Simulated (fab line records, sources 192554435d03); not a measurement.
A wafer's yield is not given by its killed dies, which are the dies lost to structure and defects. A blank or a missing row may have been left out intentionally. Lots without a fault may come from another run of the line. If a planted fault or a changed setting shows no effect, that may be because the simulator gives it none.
Struck lot and sound lot, side by side | flow n5Finfet | 15 steps out of a route of 1938
Sound: wafers L264.3, L264.5, L264.6. Struck: wafer L270.4. (L270.3, L270.5 of the same lot were not struck and are left out.) The cause comes at the end.
Order at every step that has rows: each side's tool, ch and its chambers, its first start. Under that, the readings that differ: sound wafers | struck wafers | difference of the means | sigmas: that difference in standard deviations of wafers without a fault.
alike: readings with means less than 2 such deviations apart, plus words and numbers identical on both sides. not compared: withheld readings, readings lacking a value on some wafer, bounds such as >300 that could conceal the same value, and numbers that have no deviation in the record and whose values overlap.
Wherever a step has rows on one side only, a row that says differs or no value, or a row with sigmas, the two part there. Non-overlapping numbers with no deviation appear without sigmas and do not part them. Lack of a reading on every wafer of one side parts them only where that side has two or more wafers.

N5_BEOL_M8_ALD_77: deposits TaN, target thk 2 nm, pulse time 2 s, purge time 3 s.
  sound on aldMetal-02 ch 0,1,2, day 9 14:13; struck on aldMetal-02 ch 3, day 11 13:30
  alike: heaterPowerW
then, 2 steps without rows for these wafers: N5_BEOL_M8_SURFACE_TREAT_79; N5_BEOL_M8_CVD_78 (deposits Co from CCTBA/H2, target thk 2 nm, time 142.3 s).
N5_BEOL_M8_SPUTTER_48: material Cu, target thk 10 nm, time 1.667 s.
  sound on pvdSputter-03 at day 9 14:49; struck on pvdSputter-02 at day 11 14:04
  alike: throttleValvePct
then, 2 steps without rows for these wafers: N5_BEOL_M8_ECD_50 (material Cu, target thk 300 nm); N5_BEOL_M8_ANNEAL_51 (time 90 s).
N5_BEOL_M8_CMP_52: polishes, stops on SiCOH lowk, t overpolish 6.9 s, target thk 80 nm.
  sound on cmp-02 ch 0,1,2, day 9 15:29; struck on cmp-02 ch 0, day 11 14:46
  alike: barrierFieldEndpointS, motorCurrentA, overpolishRunS, timeToEndpointS
N5_BEOL_M8_THK_MEAS_53: measures by xrf.
  sound on filmMetro-01 at day 9 15:40; struck on filmMetro-02 at day 11 15:01
  alike: M8_THK
then, 1 step without rows for these wafers: N5_BEOL_M8_PRE_CLEAN_55 (time 15 s).
N5_BEOL_M8_DEP_56: deposits SiCN from 3MS/NH3, target thk 10 nm, time 17.5 s.
  sound on pecvd-01 ch 0,1,2, day 9 15:44; struck on pecvd-01 ch 0, day 11 15:05
  alike: showerheadPlenumPTorr, throttleValvePct
N5_BEOL_M8_RS_MEAS_57: measures by four-point-probe.
  sound on filmMetro-02 at day 9 15:48; struck on filmMetro-02 at day 11 15:09
  alike: M8_RS
N5_BEOL_M8_INSPECT_58: inspects for defects (darkfield).
  sound on defectInspect-02 at day 9 15:49; struck on defectInspect-02 at day 11 15:10
  alike: rawDefectCount
N5_BEOL_M9_ILD_DEP_00: deposits SiCOH lowk from DEMS/porogen, target thk 308.51 nm, time 58 s.
  sound on pecvd-02 ch 0,1,2, day 9 15:52; struck on pecvd-03 ch 1, day 11 15:13
reading            | sound                | struck | difference | sigmas
susceptorTempC (C) | 300.02 299.96 299.74 | 298.72 | -1.19      | -7
  alike: heaterPowerW, showerheadPlenumPTorr, throttleValvePct
N5_BEOL_M9_CURE_71: cures SiCOH lowk, time 240 s.
  sound on uvCure-03 ch 2, day 9 16:14; struck on uvCure-03 ch 2, day 11 15:27
  alike: lampPowerPct, wafer_temp_C_max
-- a jump in the record: the struck wafers' starts before and after are 3 days apart (it breaks off in module BEOL_M9 and resumes in module PASSIVATION, where the first step shown is number 1936 of the route) --
N5_PASSIVATION_PROBE_49:
  sound on prober-01 at day 12 06:37; struck on prober-02 at day 14 18:30
  alike: defectLimitedYield, killed_at_M0_to_M3, killed_at_M4_up, killedAtContacts, killedAtFrontEnd, killedAtOther, killedDies, killedOpen, killedShort, sort_bin_5_function, sort_bin_6_memory, sort_bin_8_speed, sortNPass, sortYieldPct

WHERE THEY PART
Only at N5_BEOL_M9_ILD_DEP_00, within this record. Later steps at which nothing parts them and some readings are alike: N5_BEOL_M9_CURE_71, N5_PASSIVATION_PROBE_49.

WHY: what the simulator had put in
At N5_BEOL_M9_ILD_DEP_00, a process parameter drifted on pecvd-03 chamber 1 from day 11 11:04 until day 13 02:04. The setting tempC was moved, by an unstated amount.
